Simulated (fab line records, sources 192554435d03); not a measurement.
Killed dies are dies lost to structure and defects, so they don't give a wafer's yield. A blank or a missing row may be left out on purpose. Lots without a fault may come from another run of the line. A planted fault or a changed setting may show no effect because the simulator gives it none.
Which tool did it? | flow n5_finfet | 11 lots, 33 wafers sampled, at 5 steps of a route of 1938

WHAT THE GAUGES READ, wafer by wafer
The record holds no reading of a measuring or inspecting step that can be judged against a usual standard deviation.

WHICH TOOL RAN EACH LOT (tool, then ch and the chambers of the sampled wafers, then the start)
lot  | N5_BEOL_M14_SPUTTER_45       | N5_PASSIVATION_PASS_ETCH_74        | N5_PASSIVATION_VIA_ETCH_13         | N5_PASSIVATION_SPUTTER_20    | N5_PASSIVATION_PROBE_49
L356 | pvd_sputter-03, day 12 06:49 | rie_diel-05 ch 0,1,3, day 12 19:41 | rie_diel-05 ch 0,1,3, day 12 19:46 | pvd_sputter-01, day 12 20:28 | prober-02, day 13 02:17
L354 | pvd_sputter-01, day 12 12:20 | rie_diel-04 ch 1,2,3, day 13 05:34 | rie_diel-04 ch 1,2,3, day 13 05:40 | pvd_sputter-02, day 13 06:10 | prober-01, day 13 11:59
L357 | pvd_sputter-02, day 12 23:33 | rie_diel-03 ch 0,1, day 13 13:32   | rie_diel-03 ch 0,1, day 13 13:37   | pvd_sputter-02, day 13 14:25 | prober-02, day 13 20:09
L358 | pvd_sputter-02, day 13 20:26 | rie_diel-04 ch 0,2,3, day 14 12:09 | rie_diel-04 ch 0,2,3, day 14 12:14 | pvd_sputter-02, day 14 12:50 | prober-01, day 14 18:57
L363 | pvd_sputter-01, day 15 05:17 | rie_diel-05 ch 1,2,3, day 16 02:17 | rie_diel-05 ch 1,2,3, day 16 02:22 | pvd_sputter-01, day 16 04:19 | prober-01, day 16 10:12
L365 | pvd_sputter-03, day 15 08:51 | rie_diel-03 ch 1,3, day 16 02:16   | rie_diel-03 ch 1,3, day 16 02:21   | pvd_sputter-03, day 16 03:05 | prober-01, day 16 08:50
L368 | pvd_sputter-03, day 15 11:39 | rie_diel-03 ch 1,2,3, day 16 04:57 | rie_diel-03 ch 1,2,3, day 16 05:02 | pvd_sputter-02, day 16 05:50 | prober-02, day 16 11:34
L367 | pvd_sputter-02, day 15 12:20 | rie_diel-03 ch 0,1,2, day 16 06:40 | rie_diel-03 ch 0,1,2, day 16 06:46 | pvd_sputter-01, day 16 07:29 | prober-01, day 16 13:58
L369 | pvd_sputter-03, day 15 14:17 | rie_diel-03 ch 2,3, day 16 10:25   | rie_diel-03 ch 2,3, day 16 10:31   | pvd_sputter-03, day 16 11:12 | prober-02, day 16 17:11
L370 | pvd_sputter-03, day 15 23:43 | rie_diel-04 ch 0,1, day 16 14:16   | rie_diel-04 ch 0,1, day 16 14:22   | pvd_sputter-01, day 16 14:55 | prober-01, day 16 20:40
L371 | pvd_sputter-02, day 16 11:13 | rie_diel-04 ch 1,3, day 17 02:56   | rie_diel-04 ch 1,3, day 17 03:02   | pvd_sputter-01, day 17 04:05 | prober-02, day 17 09:43
- N5_BEOL_M14_SPUTTER_45: material Cu, target thk 100 nm, time 16.67 s.
- N5_PASSIVATION_PASS_ETCH_74: etches SiNx in CF4/O2, target depth 220 nm, time 110 s.
- N5_PASSIVATION_VIA_ETCH_13: etches SiO2 in CHF3/O2, target depth 660 nm, time 330 s.
- N5_PASSIVATION_SPUTTER_20: material TaN, target thk 50 nm.
- N5_PASSIVATION_PROBE_49

WHAT THE TOOLS THEMSELVES READ (means of the sampled wafers that have a number; where no wafer has one, the mark that the record gives instead)
N5_BEOL_M14_SPUTTER_45. Usual: chuck_gas_flow_sccm 1.26 sccm, standard deviation 0.058; throttle_valve_pct 29.8 %, standard deviation 1.1.
lot  | tool           | chuck_gas_flow_sccm (sccm) | throttle_valve_pct (%) | flag
L356 | pvd_sputter-03 | 1.21                       | 29.3                   |
L354 | pvd_sputter-01 | 1.27                       | 28.8                   |
L357 | pvd_sputter-02 | 1.27                       | 29.4                   |
L358 | pvd_sputter-02 | 1.21                       | 30.8                   |
L363 | pvd_sputter-01 | 1.30                       | 30.0                   |
L365 | pvd_sputter-03 | 1.22                       | 29.7                   |
L368 | pvd_sputter-03 | 1.30                       | 29.3                   |
L367 | pvd_sputter-02 | 1.23                       | 29.8                   |
L369 | pvd_sputter-03 | 1.28                       | 30.2                   |
L370 | pvd_sputter-03 | 1.32                       | 29.7                   |
L371 | pvd_sputter-02 | 1.21                       | 30.2                   |

N5_PASSIVATION_PASS_ETCH_74. Usual: drypump_motor_current_A 5.6 A, standard deviation 0.53; oes_product_au 0.77 a.u., standard deviation 0.081; rf_vpp_V 242 V, standard deviation 4; showerhead_plenum_p_Torr 2.22 Torr, standard deviation 0.076; throttle_valve_pct 16.13 %, standard deviation 0.23.
lot  | tool        | drypump_motor_current_A (A) | oes_product_au (a.u.) | rf_vpp_V (V) | showerhead_plenum_p_Torr (Torr) | throttle_valve_pct (%) | flag
L356 | rie_diel-05 | 5.8                         | 0.81                  | 241          | 2.27                            | 15.98                  |
L354 | rie_diel-04 | 5.0                         | 0.70                  | 241          | 2.21                            | 16.25                  |
L357 | rie_diel-03 | 5.6                         | 0.70                  | 240          | 2.16                            | 16.30                  |
L358 | rie_diel-04 | 5.1                         | 0.70                  | 243          | 2.18                            | 16.08                  |
L363 | rie_diel-05 | 5.6                         | 0.82                  | 243          | 2.26                            | 16.05                  |
L365 | rie_diel-03 | 6.1                         | 0.73                  | 238          | 2.18                            | 16.29                  |
L368 | rie_diel-03 | 6.2                         | 0.80                  | 240          | 2.20                            | 16.09                  |
L367 | rie_diel-03 | 5.7                         | 0.75                  | 242          | 2.18                            | 16.15                  |
L369 | rie_diel-03 | 6.2                         | 0.87                  | 240          | 2.19                            | 16.05                  |
L370 | rie_diel-04 | 5.0                         | 0.70                  | 245          | 2.24                            | 16.29                  |
L371 | rie_diel-04 | 4.9                         | 0.70                  | 246          | 2.26                            | 16.30                  |

N5_PASSIVATION_VIA_ETCH_13. Usual: CHF3_flow_sccm 50.01 sccm, standard deviation 0.14; drypump_motor_current_A 5.6 A, standard deviation 0.53; etch_rf_on_time_s 236 s, standard deviation 5.7; oes_product_au 0.70 a.u., standard deviation 0.072; rf_vpp_V 526 V, standard deviation 8.3; showerhead_plenum_p_Torr 2.42 Torr, standard deviation 0.082; throttle_valve_pct 18.99 %, standard deviation 0.26.
lot  | tool        | CHF3_flow_sccm (sccm) | drypump_motor_current_A (A) | etch_rf_on_time_s (s) | oes_product_au (a.u.) | rf_vpp_V (V) | showerhead_plenum_p_Torr (Torr) | throttle_valve_pct (%) | flag
L356 | rie_diel-05 | 49.94                 | 5.9                         | 235                   | 0.74                  | 523          | 2.47                            | 18.82                  |
L354 | rie_diel-04 | 49.95                 | 5.0                         | 245                   | 0.64                  | 526          | 2.42                            | 19.14                  |
L357 | rie_diel-03 | 50.12                 | 5.7                         | 237                   | 0.64                  | 521          | 2.35                            | 19.13                  |
L358 | rie_diel-04 | 50.02                 | 5.1                         | 232                   | 0.64                  | 526          | 2.38                            | 18.92                  |
L363 | rie_diel-05 | 50.01                 | 5.6                         | 236                   | 0.74                  | 528          | 2.47                            | 18.91                  |
L365 | rie_diel-03 | 49.95                 | 6.2                         | 240                   | 0.66                  | 517          | 2.38                            | 19.15                  |
L368 | rie_diel-03 | 49.95                 | 6.2                         | 238                   | 0.73                  | 523          | 2.40                            | 18.96                  |
L367 | rie_diel-03 | 49.99                 | 5.7                         | 232                   | 0.68                  | 527          | 2.37                            | 18.98                  |
L369 | rie_diel-03 | 50.07                 | 6.2                         | 232                   | 0.78                  | 522          | 2.40                            | 18.98                  |
L370 | rie_diel-04 | 49.91                 | 5.0                         | 244                   | 0.63                  | 532          | 2.45                            | 19.16                  |
L371 | rie_diel-04 | 49.94                 | 4.9                         | 242                   | 0.63                  | 533          | 2.47                            | 19.19                  |

N5_PASSIVATION_SPUTTER_20. Usual: throttle_valve_pct 29.6 %, standard deviation 1.1.
lot  | tool           | throttle_valve_pct (%) | flag
L356 | pvd_sputter-01 | 28.9                   |
L354 | pvd_sputter-02 | 29.4                   |
L357 | pvd_sputter-02 | 30.3                   |
L358 | pvd_sputter-02 | 29.4                   |
L363 | pvd_sputter-01 | 29.1                   |
L365 | pvd_sputter-03 | 30.4                   |
L368 | pvd_sputter-02 | 30.1                   |
L367 | pvd_sputter-01 | 30.1                   |
L369 | pvd_sputter-03 | 30.0                   |
L370 | pvd_sputter-01 | 30.0                   |
L371 | pvd_sputter-01 | 30.1                   |

N5_PASSIVATION_PROBE_49. Usual: defect_limited_yield 91.4 %, standard deviation 1.5; killed_at_M0_to_M3 35, standard deviation 12; killed_at_M4_up 13, standard deviation 5.8; killed_at_contacts 12, standard deviation 5.5; killed_at_front_end 36, standard deviation 9.9; killed_at_other 4, standard deviation 3.7; killed_dies 101, standard deviation 18; killed_on_rim 13, standard deviation 4.1; killed_open 66, standard deviation 13; killed_short 33, standard deviation 8; sort_bin_4_leakage 0.00 %, standard deviation 0.016; sort_bin_5_function 5.0 %, standard deviation 1; sort_bin_6_memory 3.2 %, standard deviation 0.67; sort_n_pass 1079, standard deviation 18; sort_yield_pct 91.4 %, standard deviation 1.5.
lot  | tool      | defect_limited_yield (%) | killed_at_M0_to_M3 | killed_at_M4_up | killed_at_contacts | killed_at_front_end | killed_at_other | killed_dies | killed_on_rim | killed_open | killed_short | sort_bin_4_leakage (%) | sort_bin_5_function (%) | sort_bin_6_memory (%) | sort_n_pass | sort_yield_pct (%) | flag
L356 | prober-02 | 89.4                     | 40                 | 30              | 9                  | 44                  | 2               | 125         | 14            | 85          | 38           | 0.00                   | 6.1                     | 4.3                   | 1055        | 89.4               |
L354 | prober-01 | 88.8                     | 44                 | 20              | 15                 | 51                  | 3               | 132         | 16            | 86          | 44           | 0.00                   | 6.4                     | 4.2                   | 1048        | 88.8               |
L357 | prober-02 | 92.4                     | 30                 | 12              | 9                  | 36                  | 3               | 90          | 13            | 53          | 35           | 0.00                   | 4.6                     | 2.7                   | 1090        | 92.4               |
L358 | prober-01 | 90.7                     | 39                 | 12              | 16                 | 38                  | 5               | 110         | 14            | 68          | 40           | 0.00                   | 5.1                     | 3.6                   | 1070        | 90.7               |
L363 | prober-01 | 88.6                     | 61                 | 17              | 17                 | 36                  | 4               | 135         | 19            | 87          | 46           | 0.00                   | 7.2                     | 3.8                   | 1045        | 88.6               |
L365 | prober-01 | 93.1                     | 25                 | 12              | 5                  | 36                  | 3               | 82          | 10            | 55          | 24           | 0.06                   | 4.3                     | 2.3                   | 1098        | 93.1               | OFF
L368 | prober-02 | 91.8                     | 53                 | 11              | 7                  | 20                  | 5               | 97          | 14            | 66          | 29           | 0.00                   | 4.6                     | 3.3                   | 1083        | 91.8               |
L367 | prober-01 | 92.0                     | 32                 | 8               | 10                 | 33                  | 11              | 94          | 9             | 57          | 34           | 0.00                   | 4.4                     | 3.2                   | 1086        | 92.0               |
L369 | prober-02 | 82.3                     | 30                 | 126             | 12                 | 28                  | 12              | 208         | 20            | 57          | 33           | 0.00                   | 10.4                    | 4.5                   | 972         | 82.3               | OFF
L370 | prober-01 | 77.6                     | 49                 | 160             | 20                 | 29                  | 7               | 265         | 18            | 78          | 39           | 0.00                   | 13.9                    | 5.5                   | 915         | 77.6               | OFF
L371 | prober-02 | 93.1                     | 26                 | 14              | 8                  | 29                  | 5               | 81          | 9             | 53          | 25           | 0.00                   | 4.3                     | 2.3                   | 1099        | 93.1               |

THE ANSWER, worked out from the rows above alone
Rule: a lot is off if the mean of its wafers that have a number lies more than 3 standard deviations from the usual mean. A lot without any number at a reading at which 4 lots or more have one is off too. The other lots that the step has rows for count as sound. The gauges are gone through in route order, then the tools' own readings, and for those a lot's mean is taken as printed above. The first step at which some lot is off is used, and at that step the reading that is off furthest; a lot without a number counts as furthest.
Off: L369, L370, at N5_PASSIVATION_PROBE_49 (killed_at_M4_up).
A tool fits if, at that step or a process step before it, it ran every lot that is off, and no sound lot after the first of them. One fits: pvd_sputter-03 at N5_BEOL_M14_SPUTTER_45. Its last sound lot is L368 (day 15 11:39), its first lot that is off L369 (day 15 14:17): a fault that began between those two fits.

WHAT THE SIMULATOR HAD PUT IN
Chamber particle source: pvd_sputter-03, from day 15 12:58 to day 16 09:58, at N5_BEOL_M14_SPUTTER_45. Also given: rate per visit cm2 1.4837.
Lots struck among those shown: L369, L370. The rule above found the same.
